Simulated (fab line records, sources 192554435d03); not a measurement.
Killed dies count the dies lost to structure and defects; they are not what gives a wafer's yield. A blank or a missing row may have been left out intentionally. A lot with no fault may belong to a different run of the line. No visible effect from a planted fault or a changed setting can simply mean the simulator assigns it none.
Chamber matching | flow n5Finfet | N5_BEOL_M1_ETCHBACK_99 on rieDiel-05 has 4 sister chambers
The step etches SiO2 in CHF3, target depth 5 nm, time 10.4 s. 4 wafers are shown with their chamber, then 11 later ones without.

EACH WAFER AND ITS CHAMBER
wafer  | chamber | showerheadPlenumPTorr (Torr)
L085.6 | 2       | 2.04
L091.1 | 1       | 2.16
L091.4 | 0       | 2.21
L093.2 | 3       | 2.07

WAFERS WITH NO CHAMBER GIVEN
wafer  | showerheadPlenumPTorr (Torr)
L093.4 | 2.21
L093.6 | 2.07
L094.4 | 2.21
L094.5 | 2.21
L094.6 | 2.16
L095.1 | 2.21
L095.3 | 2.03
L095.6 | 2.16
L096.1 | 2.16
L096.3 | 2.03
L096.4 | 2.16

CHAMBER TAKEN BY EACH
wafer  | from the rows above | in truth
L093.4 | 0                   | 0
L093.6 | 3                   | 3
L094.4 | 0                   | 0
L094.5 | 0                   | 0
L094.6 | 1                   | 1
L095.1 | 0                   | 0
L095.3 | 2                   | 2
L095.6 | 1                   | 1
L096.1 | 1                   | 1
L096.3 | 2                   | 2
L096.4 | 1                   | 1
11 of 11 placed correctly. From these rows, 0 cannot be placed. Placed wrongly: 0.
How it was worked out, from the rows above alone: a wafer's distance from a chamber is the root of the sum, over the readings, of the square of ((its reading less the chamber's mean) divided by the reading's scatter). The wafer belongs to the nearest chamber; if the next one is less than 2 further off, it can't be placed. Each chamber's mean is taken over the wafers shown for it. The scatter: root of mean squared gap, hidden wafer to nearest shown wafer, with one shown wafer a chamber.
